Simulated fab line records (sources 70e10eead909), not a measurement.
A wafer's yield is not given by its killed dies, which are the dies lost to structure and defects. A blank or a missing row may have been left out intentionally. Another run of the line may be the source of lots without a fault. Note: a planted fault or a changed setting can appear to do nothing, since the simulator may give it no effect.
Which tool was responsible? ; flow nand_harc ; 13 lots, 39 wafers sampled, at 5 steps of a route of 1302

WHAT THE GAUGES READ, wafer by wafer
NHARC_END_SORT_01. Usual: killed_at_array 56, standard deviation 17; killed_at_other 1.2, standard deviation 1.4; killed_at_periphery 4, standard deviation 3.2; killed_dies 61, standard deviation 16; killed_open 3.6, standard deviation 2.1; killed_short 2.7, standard deviation 1.8.
lot;measured;on;killed_at_array;killed_at_other;killed_at_periphery;killed_dies;killed_open;killed_short;flag
L896;day 31 17:58;prober-02;135 136 160;0 0 0;2 2 4;137 138 164;3 1 4;6 2 5;OFF
L897;day 31 19:13;prober-01;159 168 159;0 0 0;8 2 13;167 170 172;3 2 0;3 1 4;OFF

TOOL THAT RAN EACH LOT (tool first, then ch and the chambers of the sampled wafers, then the start)
lot;NHARC_A_WL_FILL_CVD_23;NHARC_A_BONDPAD_DEP_00;NHARC_A_BONDPAD_CMP_29;NHARC_THIN_TSV_ETCHBACK_48
L880;lpcvd_poly-02 ch 0, day 21 14:31;pecvd-03 ch 0,1,2, day 23 13:16;cmp-03 ch 0,1, day 23 13:39;rie_diel-02 ch 0,1,3, day 24 07:29
L884;lpcvd_poly-02 ch 0, day 22 19:47;pecvd-03 ch 0,2, day 24 23:38;cmp-03 ch 0,2,3, day 25 00:03;rie_diel-02 ch 1,2,3, day 25 19:03
L886;lpcvd_poly-02 ch 0, day 24 08:20;pecvd-02 ch 0,1, day 26 09:38 or earlier;cmp-02 ch 1,2, day 26 09:38;rie_diel-09 ch 2,3, day 27 05:08
L887;lpcvd_poly-02 ch 0, day 24 08:20;pecvd-03 ch 0,1,2, day 26 09:35;cmp-01 ch 0,1, day 26 10:00;rie_diel-11 ch 0,1,2, day 27 04:11
L888;lpcvd_poly-02 ch 0, day 25 06:19;pecvd-03 ch 1,2, day 27 06:49;cmp-01 ch 0,1,2, day 27 07:14;rie_diel-02 ch 0,1, day 28 01:20
L889;lpcvd_poly-04 ch 0, day 25 12:23;pecvd-03 ch 0,2, day 27 16:04;cmp-01 ch 1,2, day 27 16:26;rie_diel-09 ch 1,3, day 28 14:25
L892;lpcvd_poly-04 ch 0, day 25 22:36;pecvd-03 ch 0,1,2, day 28 08:23;cmp-01 ch 0,3, day 28 08:42;rie_diel-11 ch 0,1,3, day 29 00:44
L894;lpcvd_poly-02 ch 0, day 26 16:20;pecvd-03 ch 0,1,2, day 28 23:57;cmp-02 ch 1,2,3, day 29 00:20;rie_diel-09 ch 0,3, day 29 22:58
L896;lpcvd_poly-02 ch 0, day 28 06:41;pecvd-03 ch 0,1, day 30 11:08;cmp-02 ch 2,3, day 30 11:30;rie_diel-02 ch 0,2, day 31 05:10
L897;lpcvd_poly-02 ch 0, day 28 06:41;pecvd-03 ch 0,1,2, day 30 09:13;cmp-02 ch 0,1,2, day 30 09:41;rie_diel-09 ch 0,1,3, day 31 03:57
L899;lpcvd_poly-04 ch 0, day 29 04:35;pecvd-01 ch 0,1,2, day 31 06:57;cmp-03 ch 0,1,3, day 31 07:20;rie_diel-09 ch 0,1,3, day 32 04:52
L901;lpcvd_poly-04 ch 0, day 29 19:10;pecvd-01 ch 0,2, day 31 18:23;cmp-02 ch 1,2,3, day 31 18:48;rie_diel-11 ch 0,1,3, day 32 14:00
L902;lpcvd_poly-01 ch 0, day 31 10:53;pecvd-03 ch 0,2, day 33 21:37;cmp-02 ch 2,3, day 33 22:02;rie_diel-11 ch 2,3, day 34 16:20
- NHARC_A_WL_FILL_CVD_23: deposits poly-Si, target thk 40 nm, time 800 s.
- NHARC_A_BONDPAD_DEP_00: deposits SiCN, target thk 250 nm.
- NHARC_A_BONDPAD_CMP_29: polishes SiCN, target thk 200 nm.
- NHARC_THIN_TSV_ETCHBACK_48: etches the open film in C4F8/Ar, target depth 1028.5 nm, time 405.17 s.

AS READ BY THE TOOLS THEMSELVES (means over the sampled wafers that have a number; for cases with no such wafer, the mark the record gives instead)
NHARC_A_WL_FILL_CVD_23. Usual: 8.9 % for zone_power_upper_pct, sd 0.86.
lot;tool;zone_power_upper_pct (%);flag
L880;lpcvd_poly-02;8.4;
L884;lpcvd_poly-02;8.5;
L886;lpcvd_poly-02;8.4;
L887;lpcvd_poly-02;8.5;
L888;lpcvd_poly-02;8.4;
L889;lpcvd_poly-04;10.1;
L892;lpcvd_poly-04;9.9;
L894;lpcvd_poly-02;8.5;
L896;lpcvd_poly-02;8.5;
L897;lpcvd_poly-02;8.5;
L899;lpcvd_poly-04;10.0;
L901;lpcvd_poly-04;10.1;
L902;lpcvd_poly-01;7.7;

NHARC_A_BONDPAD_DEP_00. Usual: heater_power_w 567 W, standard deviation 55; rf_fwd_power_W 449.1 W, standard deviation 1.3.
lot;tool;heater_power_w (W);rf_fwd_power_W (W);flag
L880;pecvd-03;559;450.0;
L884;pecvd-03;533;448.7;
L886;pecvd-02;589;448.2;
L887;pecvd-03;553;448.9;
L888;pecvd-03;561;448.1;
L889;pecvd-03;555;449.0;
L892;pecvd-03;542;448.7;
L894;pecvd-03;573;449.7;
L896;pecvd-03;573;448.5;
L897;pecvd-03;549;449.0;
L899;pecvd-01;583;448.0;
L901;pecvd-01;590;448.2;
L902;pecvd-03;507;450.1;

NHARC_A_BONDPAD_CMP_29. Usual: motor_current_A 12.5 A, standard deviation 1; slurry_filter_dp_kPa 13.48 kPa, standard deviation 0.14.
lot;tool;motor_current_A (A);slurry_filter_dp_kPa (kPa);flag
L880;cmp-03;13.4;13.48;
L884;cmp-03;13.4;13.33;
L886;cmp-02;11.9;13.30;
L887;cmp-01;12.3;13.42;
L888;cmp-01;12.8;13.57;
L889;cmp-01;12.5;13.35;
L892;cmp-01;12.9;13.51;
L894;cmp-02;12.1;13.44;
L896;cmp-02;11.1;13.62;
L897;cmp-02;12.7;13.45;
L899;cmp-03;13.2;13.46;
L901;cmp-02;11.9;13.61;
L902;cmp-02;10.8;13.55;

NHARC_THIN_TSV_ETCHBACK_48. Usual: oes_product_au 0.94 a.u., standard deviation 0.031; rf_fwd_power_W 599.1 W, standard deviation 2; rf_vpp_V 546.1 V, standard deviation 2.4.
lot;tool;oes_product_au (a.u.);rf_fwd_power_W (W);rf_vpp_V (V);flag
L880;rie_diel-02;0.92;596.5;546.2;
L884;rie_diel-02;0.99;597.6;547.8;
L886;rie_diel-09;0.94;598.2;544.4;
L887;rie_diel-11;1.02;599.3;545.8;
L888;rie_diel-02;0.94;598.8;542.7;
L889;rie_diel-09;0.93;600.5;546.3;
L892;rie_diel-11;0.93;599.3;545.3;
L894;rie_diel-09;0.96;599.4;545.8;
L896;rie_diel-02;0.93;598.3;547.6;
L897;rie_diel-09;0.98;598.8;548.0;
L899;rie_diel-09;0.92;599.0;546.8;
L901;rie_diel-11;1.01;599.0;546.1;
L902;rie_diel-11;0.95;598.2;546.4;

THE ANSWER, worked out from the rows above alone
Rule: lot off if the mean of its wafers having a number is beyond 3 standard deviations from the usual mean. A lot without any number at a reading at which 4 lots or more have one is off too. The other lots that the step has rows for count as sound. Order of review: gauges by route order, followed by the tools' own readings, for which a lot's mean as printed above is used. The first step at which some lot is off is used, and at that step the reading that is off furthest; a lot without a number counts as furthest.
Off, at NHARC_END_SORT_01 on killed_dies: L896, L897. Neither off nor sound, because the step has no rows for them: L880, L884, L886, L887, L888, L889, L892, L894, L899, L901, L902.
If a tool, at a process step before that reading, ran all the lots that are off and no sound lot after the first of them, it fits. Those tools and the gauges at NHARC_END_SORT_01 are tried in the same way. Can't be told from this: 3 tools fit, lpcvd_poly-02 at NHARC_A_WL_FILL_CVD_23, pecvd-03 at NHARC_A_BONDPAD_DEP_00, cmp-02 at NHARC_A_BONDPAD_CMP_29.

WHAT THE SIMULATOR HAD PUT IN
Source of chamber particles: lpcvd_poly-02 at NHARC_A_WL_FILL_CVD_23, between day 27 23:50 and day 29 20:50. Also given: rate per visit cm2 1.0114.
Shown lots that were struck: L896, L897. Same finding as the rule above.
